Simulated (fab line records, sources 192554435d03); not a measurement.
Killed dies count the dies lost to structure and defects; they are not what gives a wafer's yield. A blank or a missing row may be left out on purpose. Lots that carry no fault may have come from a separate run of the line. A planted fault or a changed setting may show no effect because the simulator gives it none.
Split-lot experiment    flow n5Finfet    on a route of 1938 steps: 7 lots, 21 wafers read

## ON THE SPLIT
At N5_BEOL_M9_ILD_DEP_00 (deposits SiCOH lowk from DEMS/porogen, target thk 308.51 nm, time 58 s), the setting timeS was moved away from the recipe's 58 s on 8 of the 21 wafers read, by -13.4% to +8.7%. This setting was run at the recipe's value on the other wafers.

## FROM THE SPLIT ON TO THE READING: in between, the file shows 1 step
- N5_BEOL_M9_CURE_71: cures SiCOH lowk, time 240 s

## THE READING
At N5_BEOL_M9_THK_MEAS_01: M9_ILD_THK, given in nm. Typical for fault-free wafers on this fab line: 268 nm, with standard deviation 3.9 nm.

wafer   tool, chamber at the split  timeS as run, s  against the recipe  M9_ILD_THK, nm  against lot-mates on the recipe
L076.2  pecvd-03, 2                 58               recipe              262             -
L076.5  pecvd-03, 1                 50.24            -13.4%              232             -32
L076.6  pecvd-03, 2                 58               recipe              265             -
L077.1  pecvd-02, 1                 58               recipe              266             -
L077.3  pecvd-02, 0                 58               recipe              270             -
L077.5  pecvd-02, 0                 58               recipe              271             -
L083.3  pecvd-04, 0                 63.04            +8.7%               292             +23
L083.5  pecvd-04, 2                 58               recipe              269             -
L083.6  pecvd-04, 0                 63.04            +8.7%               296             +27
L084.2  pecvd-04, 2                 52.66            -9.2%               242             -30
L084.5  pecvd-04, 2                 52.66            -9.2%               247             -25
L084.6  pecvd-04, 1                 58               recipe              272             -
L088.4  pecvd-03, 2                 62.95            +8.5%               285             +20
L088.5  pecvd-03, 0                 58               recipe              265             -
L088.6  pecvd-03, 1                 62.95            +8.5%               289             +24
L095.2  pecvd-03, 1                 58               recipe              265             -
L095.5  pecvd-03, 2                 52.25            -9.9%               238             -28
L095.6  pecvd-03, 1                 58               recipe              267             -
L097.3  pecvd-02, 0                 58               recipe              266             -
L097.4  pecvd-02, 2                 58               recipe              266             -
L097.5  pecvd-02, 0                 58               recipe              272             -

FIT RESULTS
A straight line over all 21 wafers: M9_ILD_THK changes by +2.67 nm for each +1% of timeS; r = +0.98; the points scatter about the line by 3.3 nm.
The same after taking each lot's own level away (the mean of its wafers on the recipe; 21 wafers): +2.71 nm for each +1%; r = +0.99; scatter 2.5 nm.
According to that fit, moving timeS by its largest amount changes the reading by 36 nm.
Measured against the standard deviation above, the lots' own levels, which go from 263.5 to 272.0 nm, span 2.2 times it.
The two slopes are in agreement: the lot-to-lot level therefore moves the slope only a little.
Check: for one of the wafers moved furthest among these (-13.4%), held out of the fit, the line's prediction against its lot-mates is -38.1 nm. Against them it came out at -31.5 nm.

## THESE WAFERS: OTHER SPLITS
Before the reading, these wafers also passed through other splits. Each is held against what the fit with the lots' levels taken away leaves over:
other split on the same wafers   wafers away from the commonest value  r with M9_ILD_THK (lot level and that fit taken away)
N5_BEOL_M7_EXPOSE_08 doseMj      6                                     +0.02
N5_BEOL_M7_TRENCH_ETCH_37 biasW  10                                    -0.03
N5_BEOL_M7_ETCH_41 biasW         6                                     +0.03

## THE WHOLE CHAIN: every reading that the file lists as answering this split, in the file's order
step                    what it does                                                            reading                                                                                  change (the file's fit)               r (the file's)
N5_BEOL_M9_ILD_DEP_00   deposits SiCOH lowk from DEMS/porogen, target thk 308.51 nm, time 58 s  SiCOH_lowk_of_BEOL_M9_ILD_DEP_00.thkNm (the simulator's own value, which no gauge read)  +3.03 nm for each +1% of the setting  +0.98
N5_BEOL_M9_CURE_71      cures SiCOH lowk, time 240 s                                            SiCOH_lowk_of_BEOL_M9_ILD_DEP_00.thkNm (the simulator's own value, which no gauge read)  +2.69 nm for each +1% of the setting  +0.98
N5_BEOL_M9_THK_MEAS_01                                                                          M9_ILD_THK                                                                               +2.68 for each +1% of the setting     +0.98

## FILE'S OWN FIT
M9_ILD_THK changes by +2.68 nm for each +1% of timeS, r = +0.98.
